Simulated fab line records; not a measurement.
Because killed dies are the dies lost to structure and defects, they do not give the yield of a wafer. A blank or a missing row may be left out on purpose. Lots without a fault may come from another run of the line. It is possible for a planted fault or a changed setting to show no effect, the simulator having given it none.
Matching of chambers + flow n5_finfet + N5_BEOL_M9_PECVD_70 on pecvd-02: 3 sister chambers
The step deposits SiO2 from TEOS/O2, target thk 20 nm, time 22.7 s. 6 wafers are shown with their chamber, then 7 later ones without.

## EACH WAFER AND ITS CHAMBER
| wafer  | chamber | throttle_valve_pct (%) | showerhead_plenum_p_Torr (Torr) |
|--------|---------|------------------------|---------------------------------|
| L718.4 | 0       | 21.2                   | 8.89                            |
| L718.5 | 2       | 21.7                   | 8.88                            |
| L718.6 | 1       | 23.7                   | 8.76                            |
| L720.2 | 0       | 21.3                   | 8.91                            |
| L720.3 | 2       | 21.9                   | 8.87                            |
| L720.6 | 1       | 23.5                   | 8.76                            |

## WAFERS MISSING THEIR CHAMBER
| wafer  | throttle_valve_pct (%) | showerhead_plenum_p_Torr (Torr) |
|--------|------------------------|---------------------------------|
| L732.4 | 22.2                   | 8.89                            |
| L732.5 | 23.6                   | 8.79                            |
| L737.4 | 22.3                   | 8.89                            |
| L737.6 | 23.8                   | 8.78                            |
| L736.1 | 22.2                   | 8.88                            |
| L736.4 | 21.4                   | 8.85                            |
| L736.6 | 23.5                   | 8.75                            |

## WHICH CHAMBER EACH ONE RAN IN
| wafer  | from the rows above     | in truth |
|--------|-------------------------|----------|
| L732.4 | 2                       | 2        |
| L732.5 | 1                       | 1        |
| L737.4 | 2                       | 2        |
| L737.6 | 1                       | 1        |
| L736.1 | 2                       | 2        |
| L736.4 | can't be placed: 2 or 0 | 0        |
| L736.6 | 1                       | 1        |
Placed correctly: 6 of 7. Unplaceable from these rows: 1, with the true chamber sitting among the candidates in 1. 0 placed wrongly.
How it was worked out, from the rows above alone: a wafer's distance from a chamber is the root of the sum, over the readings, of the square of ((its reading less the chamber's mean) divided by the reading's scatter). If the next closest chamber is less than 2 further off than the closest, the wafer can't be placed; otherwise it belongs to the closest. For every chamber, the mean is computed from those of its wafers that are shown. The scatter: the root of (the sum of the squares of (reading less its chamber's mean) over the shown wafers, divided by (wafers less chambers)).
